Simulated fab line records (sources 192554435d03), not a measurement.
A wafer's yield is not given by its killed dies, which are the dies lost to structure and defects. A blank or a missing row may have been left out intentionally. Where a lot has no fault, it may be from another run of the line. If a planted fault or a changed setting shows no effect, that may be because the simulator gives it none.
A struck lot beside a sound one / flow n5_finfet / 19 steps out of a route of 1938
Sound: wafers L591.3, L591.4, L591.5. Struck: wafers L586.2, L586.3, L586.6. The cause comes at the end.
Per side, at each step with rows, come the tool, then ch with its chambers, and then its first start. Under that, the readings that differ: sound wafers / struck wafers / difference of the means / sigmas: that difference in standard deviations of wafers without a fault.
alike: a reading whose means differ by less than 2 such deviations, as well as words and numbers matching on both sides. not compared: withheld readings; readings where some wafer has no value; bounds like >300 that might hide an equal value; numbers whose values overlap and for which the record gives no deviation.
A row with sigmas, a row that says differs or no value, or rows on one side alone: a step with any of these is where the two part. Non-overlapping numbers with no deviation appear without sigmas and do not part them. Lack of a reading on every wafer of one side parts them only where that side has two or more wafers.

first, 8 steps without rows for these wafers: N5_BEOL_M10_CMP_52 (polishes, stops on SiCOH lowk, t overpolish 7 s, target thk 140 nm); N5_BEOL_M10_PRE_CLEAN_55 (time 15 s); N5_BEOL_M10_DEP_56 (deposits SiCN from 3MS/NH3, target thk 15 nm, time 26.5 s); N5_BEOL_M11_ILD_DEP_00 (deposits SiCOH lowk from DEMS/porogen, target thk 308.51 nm, time 58 s); N5_BEOL_M11_CURE_71 (cures SiCOH lowk, time 240 s); N5_BEOL_M11_PECVD_70 (deposits SiO2 from TEOS/O2, target thk 20 nm, time 22.7 s); N5_BEOL_M11_HM_DEP_02 (deposits TiN, target thk 20 nm); N5_BEOL_M11_COAT_59 (time 60 s, resist thk 100 nm).
N5_BEOL_M11_COAT_60: time 60 s, resist thk 30 nm.
  sound on litho_track-05 ch 0, day 16 07:09; struck on litho_track-04 ch 0, day 15 07:44
reading=spin_speed_rpm (rpm); sound=1500.5 1497.9 1499.3; struck=1645.3 1646.2 1646.2; difference=+146.7; sigmas=+99 or more
reading=model.SiARC_of_BEOL_M11_COAT_60.thk_nm (nm); sound=30 30 30; struck=28.8 28.6 28.6; difference=-1.3; sigmas=
then, 7 steps without rows for these wafers: N5_BEOL_M11_COAT_05 (resist thk 90 nm); N5_BEOL_M11_EBR_07; N5_BEOL_M11_SOFTBAKE_06 (time 60 s); N5_BEOL_M11_EXPOSE_08 (exposes mask M11); N5_BEOL_M11_PEB_09 (peb time 60 s); N5_BEOL_M11_DEVELOP_10 (develop time 30 s); N5_BEOL_M11_DESCUM_16 (chemistry O2, time 7.9 s).
N5_BEOL_M11_ETCH_61: etches SiARC in CF4, target depth 39 nm, time 65 s.
  sound on rie_diel-03 ch 0,2, day 16 07:43; struck on rie_diel-03 ch 1,2,3, day 15 08:13
reading=model.etch.depth_nm (nm); sound=30.02 30.01 30; struck=28.7 28.58 28.55; difference=-1.4; sigmas=
reading=model.CAR-ArF_of_BEOL_M11_COAT_05.thk_nm (nm); sound=55 55.2 55; struck=56.8 57 56.8; difference=+1.8; sigmas=
  alike: drypump_motor_current_A, etch_rf_on_time_s, oes_product_au, rf_vpp_V, showerhead_plenum_p_Torr, throttle_valve_pct
  not compared: rf_hours_counter_h
N5_BEOL_M11_ETCH_62: etches SOC in N2/H2, target depth 110 nm, overetch 22 nm, time 165 s.
  sound on rie_diel-03 ch 0,2, day 16 07:46; struck on rie_diel-03 ch 1,2,3, day 15 08:16
reading=model.SiARC_of_BEOL_M11_COAT_60.thk_nm (nm); sound=23.4 23.6 23.6; struck=22.2 22 21.8; difference=-1.5; sigmas=
  alike: drypump_motor_current_A, n2_flow_sccm, oes_product_au, rf_vpp_V, showerhead_plenum_p_Torr, throttle_valve_pct
  not compared: rf_hours_counter_h
then, 1 step without rows for these wafers: N5_BEOL_M11_STRIP_68 (strips in N2/H2).

WHERE THEY PART
N5_BEOL_M11_COAT_60 only, going by this record. Later steps at which nothing parts them and some readings are alike: N5_BEOL_M11_ETCH_61, N5_BEOL_M11_ETCH_62.

WHY: whatever the simulator had introduced
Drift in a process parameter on litho_track-04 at N5_BEOL_M11_COAT_60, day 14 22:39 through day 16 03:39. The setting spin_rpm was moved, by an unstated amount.
